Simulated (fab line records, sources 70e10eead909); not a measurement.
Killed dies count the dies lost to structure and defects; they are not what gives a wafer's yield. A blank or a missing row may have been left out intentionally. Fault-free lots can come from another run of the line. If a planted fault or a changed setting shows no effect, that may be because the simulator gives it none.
Chamber matching	flow nand-harc	NHARC_HYBRID_BOND_ACTIVATE_00 on rie-diel-08 has 4 sister chambers
The step chemistry N2, time 60 s. 7 wafers are shown with their chamber, then 7 later ones without.

== EACH WAFER AND ITS CHAMBER ==
wafer	chamber	oes-product-au (a.u.)	rf-vpp-V (V)
L546.2	3	0.994	64.9
L565.5	1	1.015	63.9
L568.1	2	1.009	63.5
L568.3	1	1.035	65.0
L568.4	3	1.001	66.0
L566.2	2	0.997	64.0
L566.3	0	0.970	63.5

== WAFERS WITH NO CHAMBER GIVEN ==
wafer	oes-product-au (a.u.)	rf-vpp-V (V)
L566.4	0.981	62.0
L567.2	1.027	65.6
L567.4	0.994	62.9
L567.5	0.994	63.7
L569.3	0.966	63.2
L569.4	0.992	62.9
L569.6	0.985	62.6

== WHICH CHAMBER EACH ONE RAN IN ==
wafer	from the rows above	in truth
L566.4	can't be placed: 0 or 2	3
L567.2	can't be placed: 1 or 3 or 2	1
L567.4	can't be placed: 2 or 0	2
L567.5	can't be placed: 2 or 0 or 3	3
L569.3	0	0
L569.4	can't be placed: 2 or 0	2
L569.6	can't be placed: 0 or 2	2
Correct placement for 1 of the 7. Cannot be placed on the basis of these rows: 6; the candidates contain the true chamber in 5. Wrongly placed: 0.
How it was worked out, from the rows above alone: a wafer's distance from a chamber is the root of the sum, over the readings, of the square of ((its reading less the chamber's mean) divided by the reading's scatter). The wafer belongs to the nearest chamber; if the next one is less than 2 further off, it can't be placed. For every chamber, the mean is computed from those of its wafers that are shown. The scatter: the root of (the sum of the squares of (reading less its chamber's mean) over the shown wafers, divided by (wafers less chambers)).
